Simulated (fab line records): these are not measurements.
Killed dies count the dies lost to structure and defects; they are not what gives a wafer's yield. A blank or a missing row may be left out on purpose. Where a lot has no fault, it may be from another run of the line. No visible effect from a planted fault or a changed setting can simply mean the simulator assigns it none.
Which tool did it?	flow n5_finfet	Sampling: 11 lots, 33 wafers, 5 of 1938 route steps

WHAT THE GAUGES SHOWED, per wafer
The record lacks any reading of a measuring or inspecting step that a usual standard deviation could be used to judge.

TOOL THAT RAN EACH LOT (tool first, then ch and the chambers of the sampled wafers, then the start)
lot	N5_BEOL_M1_SPUTTER_96	N5_MIM_TOP_ALD_00	N5_MIM_TOP_DEGAS_04	N5_MIM_BOT_ETCH_ETCH_04	N5_PASSIVATION_PROBE_49
L243	pvd_sputter-01, day 6 07:11	ald_hk-02 ch 1,2, day 11 14:20	pvd_sputter-02, day 11 15:06	rie_diel-02 ch 0,1,2, day 11 16:36	-
L244	pvd_sputter-03, day 6 17:53	ald_hk-01 ch 0,1,2, day 11 23:14	pvd_sputter-02, day 11 23:43	rie_diel-04 ch 0,1,2, day 12 01:26	-
L245	pvd_sputter-02, day 7 03:11	ald_hk-03 ch 0,3, day 12 07:25	pvd_sputter-03, day 12 08:44	rie_diel-02 ch 0,2,3, day 12 10:06	-
L246	pvd_sputter-03, day 7 03:19	ald_hk-02 ch 2,3, day 12 03:35	pvd_sputter-03, day 12 04:29	rie_diel-04 ch 0,2,3, day 12 06:05	-
L247	pvd_sputter-03, day 7 06:04	ald_hk-02 ch 0,1, day 12 06:01	pvd_sputter-03, day 12 07:35	rie_diel-01 ch 0,1,2, day 12 09:04	-
L248	pvd_sputter-02, day 7 15:50	ald_hk-03 ch 0,3, day 12 14:11	pvd_sputter-01, day 12 14:39	rie_diel-02 ch 0,1, day 12 16:08	-
L249	pvd_sputter-03, day 7 23:43	ald_hk-02 ch 0,1,2, day 13 03:18	pvd_sputter-01, day 13 04:29	rie_diel-01 ch 0,1, day 13 07:01	-
L252	pvd_sputter-03, day 8 13:40	ald_hk-03 ch 0,1,3, day 13 17:50	pvd_sputter-03, day 13 18:38	rie_diel-04 ch 0,1,2, day 13 20:10	-
L255	pvd_sputter-03, day 9 12:42	ald_hk-02 ch 1,2,3, day 15 00:02	pvd_sputter-01, day 15 00:34	rie_diel-01 ch 0,1,2, day 15 02:01	-
L263	pvd_sputter-03, day 11 04:03	ald_hk-01 ch 0,1,3, day 17 01:31	pvd_sputter-02, day 17 02:35	rie_diel-01 ch 0,2,3, day 17 04:20	prober-01, day 17 14:08
L266	pvd_sputter-01, day 12 02:02	ald_hk-01 ch 0,2,3, day 17 14:36	pvd_sputter-02, day 17 15:11	rie_diel-02 ch 1,3, day 17 16:55	-
- N5_BEOL_M1_SPUTTER_96: material Cu, target thk 4.5 nm, time 8.29 s.
- N5_MIM_TOP_ALD_00: deposits Al2O3, purge time 3 s, co reactant pulse time 3 s.
- N5_MIM_TOP_DEGAS_04: time 60 s.
- N5_MIM_BOT_ETCH_ETCH_04: etches SiNx in CF4/O2, target depth 26 nm, time 13 s.
- N5_PASSIVATION_PROBE_49

WHAT THE TOOLS THEMSELVES READ (means of the sampled wafers that have a number; where no wafer has one, the mark that the record gives instead)
N5_BEOL_M1_SPUTTER_96.
lot	tool	throttle_valve_pct (%)
L243	pvd_sputter-01	29.7
L244	pvd_sputter-03	29.4
L245	pvd_sputter-02	29.7
L246	pvd_sputter-03	29.3
L247	pvd_sputter-03	29.7
L248	pvd_sputter-02	29.6
L249	pvd_sputter-03	29.4
L252	pvd_sputter-03	29.2
L255	pvd_sputter-03	29.4
L263	pvd_sputter-03	29.6
L266	pvd_sputter-01	30.0

N5_MIM_TOP_ALD_00.
lot	tool	precursor_pulse_height_rel
L243	ald_hk-02	0.990
L244	ald_hk-01	0.985
L245	ald_hk-03	1.005
L246	ald_hk-02	1.010
L247	ald_hk-02	0.995
L248	ald_hk-03	1.023
L249	ald_hk-02	0.998
L252	ald_hk-03	1.004
L255	ald_hk-02	1.011
L263	ald_hk-01	1.001
L266	ald_hk-01	0.999

N5_MIM_TOP_DEGAS_04.
lot	tool	heater_power_w (W)
L243	pvd_sputter-02	425
L244	pvd_sputter-02	415
L245	pvd_sputter-03	451
L246	pvd_sputter-03	442
L247	pvd_sputter-03	431
L248	pvd_sputter-01	440
L249	pvd_sputter-01	453
L252	pvd_sputter-03	447
L255	pvd_sputter-01	437
L263	pvd_sputter-02	417
L266	pvd_sputter-02	421

N5_MIM_BOT_ETCH_ETCH_04.
lot	tool	O2_flow_sccm (sccm)	drypump_motor_current_A (A)	oes_product_au (a.u.)	rf_vpp_V (V)	showerhead_plenum_p_Torr (Torr)	throttle_valve_pct (%)
L243	rie_diel-02	10.017	5.3	0.77	239	2.15	16.17
L244	rie_diel-04	9.959	5.3	0.89	241	2.21	16.05
L245	rie_diel-02	9.993	5.2	0.71	239	2.16	16.28
L246	rie_diel-04	10.022	5.5	0.83	240	2.23	16.14
L247	rie_diel-01	9.995	5.9	0.84	242	2.23	15.92
L248	rie_diel-02	9.992	5.5	0.76	241	2.18	16.18
L249	rie_diel-01	10.008	5.9	0.83	241	2.20	16.02
L252	rie_diel-04	10.000	5.3	0.87	242	2.21	16.08
L255	rie_diel-01	9.986	5.9	0.81	241	2.22	15.96
L263	rie_diel-01	9.991	5.9	0.80	243	2.27	16.01
L266	rie_diel-02	9.978	5.2	0.76	244	2.15	15.98

N5_PASSIVATION_PROBE_49.
lot	tool	defect_limited_yield (%)	killed_at_M0_to_M3	killed_at_M4_up	killed_at_contacts	killed_at_front_end	killed_at_other	killed_dies	killed_on_rim	killed_open	killed_short	sort_bin_5_function (%)	sort_bin_6_memory (%)	sort_n_pass	sort_yield_pct (%)
L263	prober-01	87.6	71	17	17	36	3.3	146	18	78	37	7.5	4.0	1034	87.6

THE ANSWER, worked out from the rows above alone
Rule: the usual values come from the lots themselves. Put in order of their means at a reading, lots are off if they are a third of the lots or fewer, leave a main group of 4 or more, and stand apart from it by a gap of 3 or more times the standard deviation of the main group's means; of several such gaps the widest counts. A main group is skipped when, at the precision printed for the reading in the tables above, its means are all equal. A lot without any number at a reading at which 4 lots or more have one is off too. Any other lot the step has rows for is counted as sound. First the gauges in route order, then the tools' own readings, where a lot's mean is used as printed above. At the first step where some lot is off, the reading lying furthest off is the one used; lots without a number count as furthest.
No lot is off at any reading shown: from this, nothing can be told.

WHAT THE SIMULATOR HAD INSERTED
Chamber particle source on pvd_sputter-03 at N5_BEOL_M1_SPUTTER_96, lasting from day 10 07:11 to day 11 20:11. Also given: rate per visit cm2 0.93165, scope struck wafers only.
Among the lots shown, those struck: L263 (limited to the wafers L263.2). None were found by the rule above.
